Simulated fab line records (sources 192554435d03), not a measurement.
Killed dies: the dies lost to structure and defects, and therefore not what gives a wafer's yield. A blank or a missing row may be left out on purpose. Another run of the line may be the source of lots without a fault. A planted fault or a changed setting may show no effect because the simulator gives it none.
fab line records | flow n5-finfet
record lots=7 | wafers=21
route steps=1938 shown PMOS_HMC_CHANNEL_EPI@58 FIN_SAQP@130 FIN_CUT@157 DUMMY_GATE@224 HKMG_FIN@391 GATE_CUT@484
start-h: start of the lot's first displayed wafer, in hours after the record's first day | wait-h: time in hours since the lot's previous step | " as in the row above | L1.1+2: a single row standing in for several wafers | - no value present, or no start provided | * or withheld: withheld | < > ~ a bound
route shown NAME@n: names a module that has steps shown in the file, with the first one's number in the route | usual: mean/standard deviation of fault-free wafers | same: alike in all rows | chamber/n: place in a boat | sites: readings site by site | _std_site: standard deviation across them | _edge_site: mean of outer sites minus mean of inner sites | radius-mm: how far each site lies from the wafer's centre | mask NAME#n: copy n | behind: the tool/chamber that last shaped the wafer | hold: what put the lot on hold/how long, in hours/how the hold closed | device: transistor that didn't switch, given as n, p or np | end of line: tests of these same wafers at the route's end | where a step has no rows: the recipe by itself | killed: dies that structure and defects cost at the first sort, which is not the same as the wafer's yield | map: dies across one wafer; x = killed, . = not, _ = none there
set.NAME: setting as actually run; set.NAME@STEP: the setting as run at that earlier step | model.NAME: the simulator's own value behind a step, which no gauge read
lots where settings were altered on purpose, with a table for each step and a row for each wafer
## steps
# step N5_PMOS_HMC_CHANNEL_EPI_COAT_31
# recipe resist=BARC | temp-c=205 | time-s=60 | spin-rpm=1500 | resist-thk-nm=66
lot.wafer | tool           | chamber | start-h | wait-h | set.spin-rpm | model.BARC_of_PMOS_HMC_CHANNEL_EPI_COAT_31.thk-nm
L078.3    | litho-track-01 | 0       | 41.83   | 0.0    | 1500         | 65.98
L078.4+6  | "              | 0       | "       | "      | 1440         | 67.66
L079.1    | litho-track-04 | 0       | 47.24   | 0.0    | 1500         | 65.88
L079.3    | "              | 0       | "       | "      | 1343         | 69.6
L079.5    | "              | 0       | "       | "      | 1343         | 69.45
L083.2    | litho-track-01 | 0       | 71.46   | 0.0    | 1500         | 66.02
L083.5    | "              | 0       | "       | "      | 1605         | 63.86
L083.6    | "              | 0       | "       | "      | 1500         | 66.09
L084.2    | litho-track-04 | 0       | 77.58   | 0.0    | 1597         | 63.81
L084.3    | "              | 0       | "       | "      | 1597         | 63.97
L084.4    | "              | 0       | "       | "      | 1500         | 66.04
L085.1    | litho-track-05 | 0       | 83.74   | 0.1    | 1500         | 66.03
L085.5    | "              | 0       | "       | "      | 1500         | 66.11
L085.6    | "              | 0       | "       | "      | 1500         | 66.04
L087.1    | litho-track-01 | 0       | 94.85   | 0.0    | 1407         | 68.06
L087.2    | "              | 0       | "       | "      | 1500         | 65.76
L087.3    | "              | 0       | "       | "      | 1500         | 65.88
L088.1    | litho-track-01 | 0       | 100.93  | 0.0    | 1644         | 62.86
L088.3    | "              | 0       | "       | "      | 1500         | 66.02
L088.5    | "              | 0       | "       | "      | 1500         | 65.7
# step N5_PMOS_HMC_CHANNEL_EPI_COAT_03
# recipe resist=CAR-ArF-block | spin-rpm=1500 | resist-thk-nm=205
# step N5_PMOS_HMC_CHANNEL_EPI_EBR_05
# recipe solvent=PGMEA | ebr-width-mm=1.5
# step N5_PMOS_HMC_CHANNEL_EPI_DESCUM_14
# recipe chemistry=O2 | time-s=7.9 | source-power-w=50 | bias-power-w=20 | pressure-mtorr=20 | rf-frequency-hz=2.712e+07 | temp-c=40 | resist=CAR-ArF-block | o2-flow-sccm=225
# step N5_PMOS_HMC_CHANNEL_EPI_ETCH_32
# recipe chemistry=N2/H2 | target=BARC | stop-on=SiO2 | target-depth-a=858 | over-etch-frac=0.3 | time-s=50.3 | ion-energy-ev=200 | mask-material=CAR-ArF-block | pressure-mtorr=30 | source-w=840 | bias-w=150 | n2-flow-sccm=200 | h2-flow-sccm=200
lot.wafer | tool        | chamber | start-h | wait-h | set.spin-rpm@PMOS_HMC_CHANNEL_EPI_COAT_31 | model.etch.depth-nm
L078.3    | rie-diel-03 | 0       | 42.23   | 0.0    | 1500                                      | 65.98
L078.4+6  | "           | 3,1     | "       | "      | 1440                                      | 67.66
L079.1    | rie-diel-03 | 3       | 47.59   | 0.0    | 1500                                      | 65.88
L079.3    | "           | 1       | "       | "      | 1343                                      | 69.6
L079.5    | "           | 1       | "       | "      | 1343                                      | 69.45
L083.2    | rie-diel-03 | 2       | 72.16   | 0.0    | 1500                                      | 66.02
L083.5    | "           | 2       | "       | "      | 1605                                      | 63.86
L083.6    | "           | 1       | "       | "      | 1500                                      | 66.09
L084.2    | rie-diel-02 | 0       | 78.05   | 0.0    | 1597                                      | 63.81
L084.3    | "           | 2       | "       | "      | 1597                                      | 63.97
L084.4    | "           | 3       | "       | "      | 1500                                      | 66.04
L085.1    | rie-diel-02 | 1       | 84.09   | 0.0    | 1500                                      | 66.03
L085.5    | "           | 3       | "       | "      | 1500                                      | 66.11
L085.6    | "           | 2       | "       | "      | 1500                                      | 66.04
L087.1    | rie-diel-03 | 0       | 95.19   | 0.0    | 1407                                      | 68.06
L087.2    | "           | 1       | "       | "      | 1500                                      | 65.76
L087.3    | "           | 3       | "       | "      | 1500                                      | 65.88
L088.1    | rie-diel-02 | 0       | 101.40  | 0.0    | 1644                                      | 62.86
L088.3    | "           | 3       | "       | "      | 1500                                      | 66.02
L088.5    | "           | 2       | "       | "      | 1500                                      | 65.7
# step N5_FIN_SAQP_ETCH_65
# recipe chemistry=CF4 | target=SiO2 | target-depth-a=40 | ion-energy-ev=350 | time-s=4.4 | pressure-mtorr=10 | icp-w=800 | bias-w=400 | cf4-flow-sccm=80
lot.wafer | tool      | chamber | start-h | wait-h | set.time-s | model.etch.depth-nm
L078.3    | rie-si-05 | 1       | 48.61   | 0.1    | 4.012      | 3.661
L078.4    | "         | 1       | "       | "      | 4.012      | 3.665
L078.6    | "         | 2       | "       | "      | 4.4        | 3.864
L079.1    | rie-si-05 | 3       | 55.25   | 0.1    | 4.4        | 3.821
L079.3    | "         | 2       | "       | "      | 5.237      | 4.577
L079.5    | "         | 2       | "       | "      | 5.237      | 4.586
L083.2    | rie-si-05 | 3       | 79.47   | 0.1    | 4.4        | 3.806
L083.5    | "         | 3       | "       | "      | 4.4        | 3.825
L083.6    | "         | 0       | "       | "      | 4.4        | 4.029
L084.2    | rie-si-01 | 0       | 84.92   | 0.1    | 4.4        | 4.076
L084.3    | "         | 2       | "       | "      | 3.836      | 3.501
L084.4    | "         | 3       | "       | "      | 4.4        | 3.888
L085.1    | rie-si-01 | 3       | 92.66   | 0.1    | 4.4        | 3.873
L085.5    | "         | 2       | "       | "      | 4.4        | 4.055
L085.6    | "         | 1       | "       | "      | 4.4        | 4.039
L087.1    | rie-si-02 | 3       | 103.30  | 0.1    | 3.784      | 3.558
L087.2    | "         | 1       | "       | "      | 4.4        | 4.101
L087.3    | "         | 2       | "       | "      | 3.784      | 3.467
L088.1    | rie-si-05 | 1       | 108.12  | 0.1    | 4.4        | 3.965
L088.3    | "         | 2       | "       | "      | 4.4        | 3.89
L088.5    | "         | 1       | "       | "      | 4.4        | 3.974
# step N5_FIN_CUT_COAT_02
# recipe resist=CAR-EUV | spin-rpm=1500 | resist-thk-nm=30
lot.wafer  | tool           | chamber | start-h | wait-h | set.spin-rpm | model.CAR-EUV_of_FIN_CUT_COAT_02.thk-nm
L078.3+6   | litho-track-05 | 0       | -       | -      | 1379         | 31
L078.4     | "              | 0       | "       | "      | 1500         | 29.8
L079.1+3+5 | litho-track-05 | 0       | -       | -      | 1500         | 30
L083.2+5   | litho-track-03 | 0       | -       | -      | 1500         | 30
L083.6     | "              | 0       | "       | "      | 1402         | 31
L084.2     | litho-track-03 | 0       | -       | -      | 1500         | 30.2
L084.3     | "              | 0       | "       | "      | 1500         | 30
L084.4     | "              | 0       | "       | "      | 1654         | 28.6
L085.1+6   | litho-track-01 | 0       | -       | -      | 1500         | 30
L085.5     | "              | 0       | "       | "      | 1500         | 30.2
L087.1+3   | litho-track-03 | 0       | -       | -      | 1500         | 29.8
L087.2     | "              | 0       | "       | "      | 1500         | 30
L088.1+5   | litho-track-01 | 0       | -       | -      | 1500         | 29.8
L088.3     | "              | 0       | "       | "      | 1369         | 31.4
# step N5_FIN_CUT_EBR_04
# recipe solvent=PGMEA | ebr-width-mm=1.5
# step N5_FIN_CUT_SOFTBAKE_03
# recipe temp-c=110 | time-s=60 | resist=CAR-EUV
# step N5_FIN_CUT_DESCUM_13
# recipe chemistry=O2 | time-s=7 | source-power-w=50 | bias-power-w=20 | pressure-mtorr=20 | rf-frequency-hz=2.712e+07 | temp-c=40 | resist=CAR-EUV | o2-flow-sccm=225
lot.wafer  | tool        | chamber | start-h | wait-h | set.spin-rpm@FIN_CUT_COAT_02 | model.CAR-EUV_of_FIN_CUT_COAT_02.thk-nm
L078.3+6   | rie-diel-03 | 1       | 51.52   | 0.2    | 1379                         | 27
L078.4     | "           | 3       | "       | "      | 1500                         | 26
L079.1+3   | rie-diel-02 | 2,0     | 57.89   | 0.0    | 1500                         | 26.2
L079.5     | "           | 3       | "       | "      | 1500                         | 26
L083.2+5   | rie-diel-03 | 2       | 81.89   | 0.0    | 1500                         | 26
L083.6     | "           | 3       | "       | "      | 1402                         | 27
L084.2+3   | rie-diel-03 | 0,2     | 90.31   | 0.0    | 1500                         | 26.2
L084.4     | "           | 1       | "       | "      | 1654                         | 24.6
L085.1+5+6 | rie-diel-05 | 3,0,3   | 95.21   | 0.0    | 1500                         | 26.2
L087.1+2+3 | rie-diel-05 | 1,0,3   | 105.75  | 0.1    | 1500                         | 26
L088.1     | rie-diel-05 | 0       | 110.76  | 0.0    | 1500                         | 25.8
L088.3     | "           | 2       | "       | "      | 1369                         | 27.4
L088.5     | "           | 1       | "       | "      | 1500                         | 26
# step N5_DUMMY_GATE_COAT_28
# recipe resist=underlayer | temp-c=205 | time-s=60 | spin-rpm=1500 | resist-thk-nm=10
lot.wafer  | tool           | chamber | start-h | wait-h | set.spin-rpm | model.underlayer_of_DUMMY_GATE_COAT_28.thk-nm
L078.3+4   | litho-track-01 | 0       | -       | -      | 1500         | 10
L078.6     | "              | 0       | "       | "      | 1403         | 10.4
L079.1     | litho-track-02 | 0       | -       | -      | 1437         | 10.2
L079.3+5   | "              | 0       | "       | "      | 1500         | 10
L083.2     | litho-track-01 | 0       | -       | -      | 1385         | 10.4
L083.5+6   | "              | 0       | "       | "      | 1500         | 10
L084.2+3+4 | litho-track-01 | 0       | -       | -      | 1500         | 10
L085.1+5+6 | litho-track-01 | 0       | -       | -      | 1500         | 10
L087.1+2   | litho-track-02 | 0       | -       | -      | 1500         | 10
L087.3     | "              | 0       | "       | "      | 1400         | 10.4
L088.1     | litho-track-04 | 0       | -       | -      | 1427         | 10.2
L088.3     | "              | 0       | "       | "      | 1500         | 10
L088.5     | "              | 0       | "       | "      | 1427         | 10.4
# step N5_HKMG_FIN_COAT_42
# recipe resist=SiARC | temp-c=220 | time-s=60 | spin-rpm=1500 | resist-thk-nm=35
lot.wafer  | tool           | chamber | start-h | wait-h | set.spin-rpm | model.SiARC_of_HKMG_FIN_COAT_42.thk-nm
L078.3     | litho-track-03 | 0       | -       | -      | 1500         | 35
L078.4+6   | "              | 0       | "       | "      | 1599         | 33.8
L079.1+5   | litho-track-05 | 0       | -       | -      | 1656         | 33.2
L079.3     | "              | 0       | "       | "      | 1656         | 33
L083.2+5   | litho-track-05 | 0       | -       | -      | 1500         | 35
L083.6     | "              | 0       | "       | "      | 1500         | 34.8
L084.2+3+4 | litho-track-03 | 0       | -       | -      | 1351         | 37
L085.1+5   | litho-track-01 | 0       | -       | -      | 1500         | 35
L085.6     | "              | 0       | "       | "      | 1500         | 35.2
L087.1+2   | litho-track-01 | 0       | -       | -      | 1500         | 35
L087.3     | "              | 0       | "       | "      | 1500         | 35.2
L088.1     | litho-track-03 | 0       | -       | -      | 1609         | 34
L088.3+5   | "              | 0       | "       | "      | 1500         | 35.2
# step N5_HKMG_FIN_DEVELOP_48
# recipe develop-time-s=30 | developer=TMAH | resist=CAR-ArF | rinse-liquid=diw | dry=air-spin | dev-temp-c=23
lot.wafer  | tool           | chamber | start-h | wait-h | set.develop-time-s
L078.3+6   | litho-track-01 | 0       | -       | -      | 32.06
L078.4     | "              | 0       | "       | "      | 30
L079.1+3+5 | litho-track-05 | 0       | -       | -      | 30
L083.2+5   | litho-track-05 | 0       | -       | -      | 30
L083.6     | "              | 0       | "       | "      | 26.14
L084.2+3   | litho-track-01 | 0       | -       | -      | 30
L084.4     | "              | 0       | "       | "      | 33.92
L085.1+5+6 | litho-track-05 | 0       | -       | -      | 30
L087.1     | litho-track-01 | 0       | -       | -      | 30
L087.2+3   | "              | 0       | "       | "      | 32.63
L088.1+3+5 | litho-track-05 | 0       | -       | -      | 30
# step N5_HKMG_FIN_DESCUM_53
# recipe chemistry=O2 | time-s=7.9 | source-power-w=50 | bias-power-w=20 | pressure-mtorr=20 | rf-frequency-hz=2.712e+07 | temp-c=40 | resist=CAR-ArF | o2-flow-sccm=225
# step N5_HKMG_FIN_ETCH_54
# recipe chemistry=CF4 | target=SiARC | target-depth-a=455 | mask-material=CAR-ArF | time-s=75.8 | ion-energy-ev=80 | pressure-mtorr=40 | source-w=545 | bias-w=36 | Ar_flow_sccm=100 | cf4-flow-sccm=100 | ends=cleared
lot.wafer | tool        | chamber | start-h | wait-h | set.spin-rpm@HKMG_FIN_COAT_42 | model.etch.depth-nm | model.CAR-ArF_of_HKMG_FIN_COAT_43.thk-nm
L078.3    | rie-diel-06 | 2       | 96.41   | 0.0    | 1500                          | 34.99               | 50.6
L078.4    | "           | 1       | "       | "      | 1599                          | 33.88               | 51.8
L078.6    | "           | 1       | "       | "      | 1599                          | 33.83               | 51.4
L079.1    | rie-diel-06 | 1       | 101.88  | 0.0    | 1656                          | 33.21               | 53
L079.3    | "           | 0       | "       | "      | 1656                          | 33.09               | 52.8
L079.5    | "           | 1       | "       | "      | 1656                          | 33.18               | 53
L083.2    | rie-diel-04 | 2       | 129.35  | 0.0    | 1500                          | 35.03               | 51
L083.5    | "           | 3       | "       | "      | 1500                          | 34.92               | 51.2
L083.6    | "           | 2       | "       | "      | 1500                          | 34.89               | 51.2
L084.2    | rie-diel-04 | 1       | 136.30  | 0.0    | 1351                          | 37                  | 49
L084.3    | "           | 2       | "       | "      | 1351                          | 36.94               | 49
L084.4    | "           | 2       | "       | "      | 1351                          | 36.98               | 48.4
L085.1    | rie-diel-06 | 2       | 142.95  | 0.0    | 1500                          | 34.93               | 50.8
L085.5    | "           | 2       | "       | "      | 1500                          | 34.99               | 51
L085.6    | "           | 1       | "       | "      | 1500                          | 35.11               | 50.6
L087.1    | rie-diel-06 | 3       | 156.31  | 0.0    | 1500                          | 35.07               | 50.6
L087.2    | "           | 1       | "       | "      | 1500                          | 35.09               | 50.4
L087.3    | "           | 2       | "       | "      | 1500                          | 35.16               | 50.4
L088.1    | rie-diel-04 | 1       | 158.84  | 0.0    | 1609                          | 33.95               | 52
L088.3    | "           | 0       | "       | "      | 1500                          | 35.2                | 50.8
L088.5    | "           | 3       | "       | "      | 1500                          | 35.24               | 51
# step N5_GATE_CUT_EXPOSE_10
# recipe mask-id=GATE_CUT | na=0.33 | source-shape=annular | sigma-inner=0.35 | sigma-outer=0.8 | polarization=unpolarized | target-cd-nm=20 | dose-mj=43.25
lot.wafer  | tool           | chamber | start-h | wait-h | mask       | set.dose-mj
L078.3+4+6 | euv-scanner-01 | 0       | 108.33  | -      | GATE_CUT#0 | 44.81
L079.1+5   | euv-scanner-02 | 0       | 113.23  | -      | GATE_CUT#0 | 44.93
L079.3     | "              | 0       | "       | "      | GATE_CUT#0 | 43.25
L083.2+6   | euv-scanner-01 | 0       | 141.06  | -      | GATE_CUT#0 | 43.25
L083.5     | "              | 0       | "       | "      | GATE_CUT#0 | 41.5
L084.2+3   | euv-scanner-01 | 0       | 148.05  | -      | GATE_CUT#0 | 43.25
L084.4     | "              | 0       | "       | "      | GATE_CUT#0 | 45.67
L085.1+5+6 | euv-scanner-01 | 0       | 154.30  | -      | GATE_CUT#0 | 43.25
L087.1+2   | euv-scanner-01 | 0       | 167.71  | -      | GATE_CUT#0 | 43.25
L087.3     | "              | 0       | "       | "      | GATE_CUT#0 | 41.65
L088.1+3   | euv-scanner-01 | 0       | 170.42  | -      | GATE_CUT#0 | 44.82
L088.5     | "              | 0       | "       | "      | GATE_CUT#0 | 43.25
# step N5_GATE_CUT_PEB_11
# recipe peb-temp-c=100 | peb-time-s=60 | resist=CAR-EUV
# step N5_GATE_CUT_DEVELOP_12
# recipe develop-time-s=30 | developer=TMAH | resist=CAR-EUV | rinse-liquid=surfactant-rinse | dry=air-spin | dev-temp-c=23
# step N5_GATE_CUT_CD_MEAS_13
# recipe target-cd-nm=20 | landing-energy-ev=500 | detector=se-inlens
# usual cd-nm=20.00/0.23
lot.wafer | tool      | chamber | start-h | wait-h | set.dose-mj@GATE_CUT_EXPOSE_10 | cd-nm
L078.3    | cd-sem-03 | 0       | 108.45  | -      | 44.81                          | 20.82
L078.4    | "         | 0       | "       | "      | 44.81                          | 20.84
L078.6    | "         | 0       | "       | "      | 44.81                          | 20.69
L079.1    | cd-sem-02 | 0       | 113.36  | -      | 44.93                          | 20.99
L079.3    | "         | 0       | "       | "      | 43.25                          | 19.94
L079.5    | "         | 0       | "       | "      | 44.93                          | 20.63
L083.2    | cd-sem-03 | 0       | 141.18  | -      | 43.25                          | 19.77
L083.5    | "         | 0       | "       | "      | 41.5                           | 18.86
L083.6    | "         | 0       | "       | "      | 43.25                          | 19.89
L084.2    | cd-sem-02 | 0       | 148.17  | -      | 43.25                          | 20.32
L084.3    | "         | 0       | "       | "      | 43.25                          | 19.67
L084.4    | "         | 0       | "       | "      | 45.67                          | 21.35
L085.1    | cd-sem-03 | 0       | 154.43  | -      | 43.25                          | 20.06
L085.5    | "         | 0       | "       | "      | 43.25                          | 19.56
L085.6    | "         | 0       | "       | "      | 43.25                          | 20.29
L087.1    | cd-sem-02 | 0       | 167.85  | -      | 43.25                          | 20.06
L087.2    | "         | 0       | "       | "      | 43.25                          | 20.25
L087.3    | "         | 0       | "       | "      | 41.65                          | 19.08
L088.1    | cd-sem-01 | 0       | 170.55  | -      | 44.82                          | 20.79
L088.3    | "         | 0       | "       | "      | 44.82                          | 20.91
L088.5    | "         | 0       | "       | "      | 43.25                          | 20.17
# step N5_GATE_CUT_DESCUM_18
# recipe chemistry=O2 | time-s=7 | source-power-w=50 | bias-power-w=20 | pressure-mtorr=20 | rf-frequency-hz=2.712e+07 | temp-c=40 | resist=CAR-EUV | o2-flow-sccm=225
lot.wafer | tool        | chamber | start-h | wait-h | set.dose-mj@GATE_CUT_EXPOSE_10 | model.GATE_CUT.cd-nm
L078.3    | rie-diel-05 | 1       | 108.57  | 0.0    | 44.81                          | 21
L078.4+6  | "           | 0,2     | "       | "      | 44.81                          | 20.8
L079.1    | rie-diel-03 | 0       | 113.48  | 0.0    | 44.93                          | 21
L079.3    | "           | 3       | "       | "      | 43.25                          | 19.8
L079.5    | "           | 3       | "       | "      | 44.93                          | 20.6
L083.2    | rie-diel-05 | 3       | 141.31  | 0.0    | 43.25                          | 19.8
L083.5    | "           | 0       | "       | "      | 41.5                           | 18.8
L083.6    | "           | 1       | "       | "      | 43.25                          | 20
L084.2    | rie-diel-05 | 0       | 148.30  | 0.0    | 43.25                          | 20.2
L084.3    | "           | 2       | "       | "      | 43.25                          | 19.8
L084.4    | "           | 1       | "       | "      | 45.67                          | 21.4
L085.1+6  | rie-diel-02 | 3       | 154.72  | 0.2    | 43.25                          | 20
L085.5    | "           | 2       | "       | "      | 43.25                          | 19.8
L087.1    | rie-diel-05 | 2       | 167.97  | 0.0    | 43.25                          | 20
L087.2    | "           | 0       | "       | "      | 43.25                          | 20.2
L087.3    | "           | 3       | "       | "      | 41.65                          | 18.8
L088.1+3  | rie-diel-02 | 3,1     | 170.85  | 0.2    | 44.82                          | 20.8
L088.5    | "           | 3       | "       | "      | 43.25                          | 20
# step N5_GATE_CUT_ETCH_36
# recipe chemistry=CF4 | target=SiARC | target-depth-a=130 | mask-material=CAR-EUV | time-s=21.7 | ion-energy-ev=80 | pressure-mtorr=40 | source-w=545 | bias-w=36 | Ar_flow_sccm=100 | cf4-flow-sccm=100 | ends=cleared
lot.wafer | tool        | chamber | start-h | wait-h | set.cf4-flow-sccm | set.dose-mj@GATE_CUT_EXPOSE_10 | model.GATE_CUT.cd-nm
L078.3    | rie-diel-05 | 1       | 108.62  | 0.0    | 100               | 44.81                          | 21
L078.4+6  | "           | 0,2     | "       | "      | 100               | 44.81                          | 20.8
L079.1    | rie-diel-03 | 0       | 113.54  | 0.0    | 100               | 44.93                          | 21
L079.3    | "           | 3       | "       | "      | 107.5             | 43.25                          | 19.6
L079.5    | "           | 3       | "       | "      | 107.5             | 44.93                          | 20.4
L083.2    | rie-diel-05 | 3       | 141.36  | 0.0    | 118               | 43.25                          | 20
L083.5    | "           | 0       | "       | "      | 100               | 41.5                           | 18.8
L083.6    | "           | 1       | "       | "      | 100               | 43.25                          | 20
L084.2    | rie-diel-05 | 0       | 148.36  | 0.0    | 112.8             | 43.25                          | 20.2
L084.3    | "           | 2       | "       | "      | 100               | 43.25                          | 19.8
L084.4    | "           | 1       | "       | "      | 100               | 45.67                          | 21.2
L085.1+6  | rie-diel-02 | 3       | 154.77  | 0.0    | 100               | 43.25                          | 20
L085.5    | "           | 2       | "       | "      | 100               | 43.25                          | 19.6
L087.1    | rie-diel-05 | 2       | 168.02  | 0.0    | 100               | 43.25                          | 19.8
L087.2    | "           | 0       | "       | "      | 90.69             | 43.25                          | 20.2
L087.3    | "           | 3       | "       | "      | 100               | 41.65                          | 18.6
L088.1    | rie-diel-02 | 3       | 170.90  | 0.0    | 91.6              | 44.82                          | 21
L088.3    | "           | 1       | "       | "      | 91.6              | 44.82                          | 20.8
L088.5    | "           | 3       | "       | "      | 100               | 43.25                          | 20.2
# step N5_GATE_CUT_ETCH_37
# recipe chemistry=N2/H2 | target=SOC | target-depth-a=600 | overetch-a=120 | mask-material=SiARC | temp-c=40 | time-s=90 | ion-energy-ev=200 | pressure-mtorr=30 | source-w=840 | bias-w=150 | n2-flow-sccm=200 | h2-flow-sccm=200
lot.wafer | tool        | chamber | start-h | wait-h | set.dose-mj@GATE_CUT_EXPOSE_10 | model.GATE_CUT.cd-nm
L078.3+4  | rie-diel-05 | 1,0     | 108.65  | 0.0    | 44.81                          | 20.8
L078.6    | "           | 2       | "       | "      | 44.81                          | 20.6
L079.1    | rie-diel-03 | 0       | 113.56  | 0.0    | 44.93                          | 20.8
L079.3    | "           | 3       | "       | "      | 43.25                          | 19.4
L079.5    | "           | 3       | "       | "      | 44.93                          | 20.4
L083.2+6  | rie-diel-05 | 3,1     | 141.39  | 0.0    | 43.25                          | 19.8
L083.5    | "           | 0       | "       | "      | 41.5                           | 19
L084.2    | rie-diel-05 | 0       | 148.38  | 0.0    | 43.25                          | 20.2
L084.3    | "           | 2       | "       | "      | 43.25                          | 20
L084.4    | "           | 1       | "       | "      | 45.67                          | 21.2
L085.1+6  | rie-diel-02 | 3       | 154.80  | 0.0    | 43.25                          | 20
L085.5    | "           | 2       | "       | "      | 43.25                          | 19.6
L087.1    | rie-diel-05 | 2       | 168.05  | 0.0    | 43.25                          | 19.8
L087.2    | "           | 0       | "       | "      | 43.25                          | 20.2
L087.3    | "           | 3       | "       | "      | 41.65                          | 18.6
L088.1    | rie-diel-02 | 3       | 170.93  | 0.0    | 44.82                          | 20.8
L088.3    | "           | 1       | "       | "      | 44.82                          | 21
L088.5    | "           | 3       | "       | "      | 43.25                          | 20
# step N5_GATE_CUT_STRIP_38
# recipe chemistry=N2/H2 | temp-c=40 | n2-flow-sccm=200 | h2-flow-sccm=200 | rf-frequency-hz=6e+07
# step N5_GATE_CUT_STRIP_39
# recipe chemistry=N2/H2 | temp-c=40 | n2-flow-sccm=200 | h2-flow-sccm=200 | rf-frequency-hz=6e+07
# step N5_GATE_CUT_STRIP_41
# recipe chemistry=CF4 | resist=SiARC | power-w=300 | bias-power-w=75 | pressure-mtorr=50 | cf4-flow-sccm=150 | rf-frequency-hz=6e+07
# step N5_GATE_CUT_STRIP_42
# recipe chemistry=O2 | power-w=400 | temp-c=40 | pressure-mtorr=30 | rf-frequency-hz=6e+07 | bias-power-w=0 | overash-fraction=0.3 | o2-flow-sccm=225
# step N5_GATE_CUT_ETCH_19
# recipe chemistry=CH3F/O2 | target=SiNx | mask-material=SiO2 | target-depth-a=537 | time-s=76.7 | pressure-mtorr=30 | source-w=395 | bias-w=73 | Ar_flow_sccm=150 | CH3F_flow_sccm=30 | O2_flow_sccm=20 | ion-energy-ev=120 | ends=cleared
lot.wafer | tool        | chamber | start-h | wait-h | set.dose-mj@GATE_CUT_EXPOSE_10 | model.GATE_CUT.cd-nm
L078.3    | rie-diel-05 | 1       | 108.85  | 0.0    | 44.81                          | 20.8
L078.4    | "           | 0       | "       | "      | 44.81                          | 21
L078.6    | "           | 2       | "       | "      | 44.81                          | 20.6
L079.1    | rie-diel-03 | 0       | 113.77  | 0.0    | 44.93                          | 20.6
L079.3    | "           | 3       | "       | "      | 43.25                          | 19.6
L079.5    | "           | 3       | "       | "      | 44.93                          | 20.4
L083.2    | rie-diel-05 | 3       | 141.59  | 0.0    | 43.25                          | 19.8
L083.5    | "           | 0       | "       | "      | 41.5                           | 19.2
L083.6    | "           | 1       | "       | "      | 43.25                          | 20
L084.2    | rie-diel-05 | 0       | 148.59  | 0.0    | 43.25                          | 20.6
L084.3    | "           | 2       | "       | "      | 43.25                          | 20
L084.4    | "           | 1       | "       | "      | 45.67                          | 21.2
L085.1    | rie-diel-02 | 3       | 155.00  | 0.0    | 43.25                          | 20.2
L085.5    | "           | 2       | "       | "      | 43.25                          | 19.8
L085.6    | "           | 3       | "       | "      | 43.25                          | 20
L087.1    | rie-diel-05 | 2       | 168.26  | 0.0    | 43.25                          | 19.8
L087.2    | "           | 0       | "       | "      | 43.25                          | 20.2
L087.3    | "           | 3       | "       | "      | 41.65                          | 18.4
L088.1    | rie-diel-02 | 3       | 171.13  | 0.0    | 44.82                          | 20.8
L088.3    | "           | 1       | "       | "      | 44.82                          | 21
L088.5    | "           | 3       | "       | "      | 43.25                          | 20
## key
split step=N5_PMOS_HMC_CHANNEL_EPI_COAT_31 | setting=spin-rpm | stated=1500 | by=wafer
response step=N5_PMOS_HMC_CHANNEL_EPI_COAT_31 | reading=model.BARC_of_PMOS_HMC_CHANNEL_EPI_COAT_31.thk-nm | change=-0.337 | per=1% | r=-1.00
response step=N5_PMOS_HMC_CHANNEL_EPI_ETCH_32 | reading=model.etch.depth-nm | change=-0.337 | per=1% | r=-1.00
split step=N5_FIN_SAQP_ETCH_65 | setting=time-s | stated=4.4 | by=wafer
response step=N5_FIN_SAQP_ETCH_65 | reading=model.etch.depth-nm | change=+0.0383 | per=1% | r=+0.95
split step=N5_FIN_CUT_COAT_02 | setting=spin-rpm | stated=1500 | by=wafer
response step=N5_FIN_CUT_COAT_02 | reading=model.CAR-EUV_of_FIN_CUT_COAT_02.thk-nm | change=-0.158 | per=1% | r=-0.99
response step=N5_FIN_CUT_DESCUM_13 | reading=model.CAR-EUV_of_FIN_CUT_COAT_02.thk-nm | change=-0.152 | per=1% | r=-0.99
split step=N5_DUMMY_GATE_COAT_28 | setting=spin-rpm | stated=1500 | by=wafer
response step=N5_DUMMY_GATE_COAT_28 | reading=model.underlayer_of_DUMMY_GATE_COAT_28.thk-nm | change=-0.057 | per=1% | r=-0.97
split step=N5_HKMG_FIN_COAT_42 | setting=spin-rpm | stated=1500 | by=wafer
response step=N5_HKMG_FIN_COAT_42 | reading=model.SiARC_of_HKMG_FIN_COAT_42.thk-nm | change=-0.173 | per=1% | r=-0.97
response step=N5_HKMG_FIN_ETCH_54 | reading=model.etch.depth-nm | change=-0.173 | per=1% | r=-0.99
response step=N5_HKMG_FIN_ETCH_54 | reading=model.CAR-ArF_of_HKMG_FIN_COAT_43.thk-nm | change=+0.151 | per=1% | r=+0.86
split step=N5_HKMG_FIN_DEVELOP_48 | setting=develop-time-s | stated=30 | by=wafer
response none clear
split step=N5_GATE_CUT_EXPOSE_10 | setting=dose-mj | stated=43.25 | by=wafer
response step=N5_GATE_CUT_CD_MEAS_13 | reading=cd-nm | change=+0.239 | per=1% | r=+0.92
response step=N5_GATE_CUT_DESCUM_18 | reading=model.GATE_CUT.cd-nm | change=+0.266 | per=1% | r=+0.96
response step=N5_GATE_CUT_ETCH_36 | reading=model.GATE_CUT.cd-nm | change=+0.263 | per=1% | r=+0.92
response step=N5_GATE_CUT_ETCH_37 | reading=model.GATE_CUT.cd-nm | change=+0.251 | per=1% | r=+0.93
response step=N5_GATE_CUT_ETCH_19 | reading=model.GATE_CUT.cd-nm | change=+0.229 | per=1% | r=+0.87
split step=N5_GATE_CUT_ETCH_36 | setting=cf4-flow-sccm | stated=100 | by=wafer
response none clear
